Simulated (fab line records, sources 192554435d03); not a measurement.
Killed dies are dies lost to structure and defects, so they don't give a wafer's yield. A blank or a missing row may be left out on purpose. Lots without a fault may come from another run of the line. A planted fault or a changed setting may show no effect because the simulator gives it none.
Chamber matching | flow n5_finfet | N5_BEOL_M6_ETCH_62 on rie_diel-01: 4 sister chambers
The step etches SOC in N2/H2, target depth 110 nm, overetch 22 nm, time 165 s. 14 wafers are shown with their chamber, then 7 later ones without.

WAFERS WITH THEIR CHAMBER
wafer  | chamber | showerhead_plenum_p_Torr (Torr) | drypump_motor_current_A (A) | throttle_valve_pct (%)
L077.4 | 1       | 2.49                            | 6.5                         | 17.61
L077.5 | 2       | 2.61                            | 5.4                         | 17.97
L077.6 | 1       | 2.49                            | 6.5                         | 17.61
L081.1 | 1       | 2.48                            | 6.5                         | 17.63
L081.2 | 3       | 2.30                            | 5.2                         | 17.55
L081.6 | 0       | 2.42                            | 6.2                         | 17.88
L084.1 | 1       | 2.48                            | 6.5                         | 17.64
L084.3 | 0       | 2.42                            | 6.2                         | 17.88
L084.4 | 2       | 2.61                            | 5.4                         | 17.99
L085.1 | 1       | 2.48                            | 6.4                         | 17.67
L085.4 | 2       | 2.61                            | 5.4                         | 18.01
L085.6 | 0       | 2.42                            | 6.2                         | 17.87
L091.2 | 3       | 2.30                            | 5.1                         | 17.57
L091.5 | 3       | 2.30                            | 5.1                         | 17.59

SIGNATURES (means of the wafers above)
reading                  | chamber 0 | chamber 1 | chamber 2 | chamber 3 | scatter within a chamber
showerhead_plenum_p_Torr | 2.4200    | 2.4840    | 2.6100    | 2.3000    | 0.00346
drypump_motor_current_A  | 6.200     | 6.480     | 5.400     | 5.133     | 0.0383
throttle_valve_pct       | 17.8767   | 17.6320   | 17.9900   | 17.5700   | 0.0204
Rule: a wafer's distance from a chamber is the root of the sum, over the readings, of the square of ((its reading less the chamber's mean) divided by the reading's scatter). The wafer belongs to the nearest chamber; if the next one is less than 2 further off, it can't be placed. The scatter: the root of (the sum of the squares of (reading less its chamber's mean) over the shown wafers, divided by (wafers less chambers)).

WAFERS WITHOUT THEIR CHAMBER
wafer  | showerhead_plenum_p_Torr (Torr) | drypump_motor_current_A (A) | throttle_valve_pct (%)
L091.6 | 2.41                            | 6.2                         | 17.91
L094.1 | 2.29                            | 5.1                         | 17.59
L094.3 | 2.60                            | 5.4                         | 17.65
L094.4 | 2.41                            | 6.2                         | 17.93
L097.1 | 2.60                            | 5.4                         | 17.68
L097.5 | 2.60                            | 5.5                         | 17.67
L097.6 | 2.29                            | 5.1                         | 17.59

WHICH CHAMBER EACH WENT THROUGH
wafer  | from the rows above | in truth
L091.6 | 0                   | 0
L094.1 | 3                   | 3
L094.3 | 2                   | 2
L094.4 | 0                   | 0
L097.1 | 2                   | 2
L097.5 | 2                   | 2
L097.6 | 3                   | 3
Placed correctly: 7 of 7. Can't be placed from these rows: 0. Placed wrongly: 0.
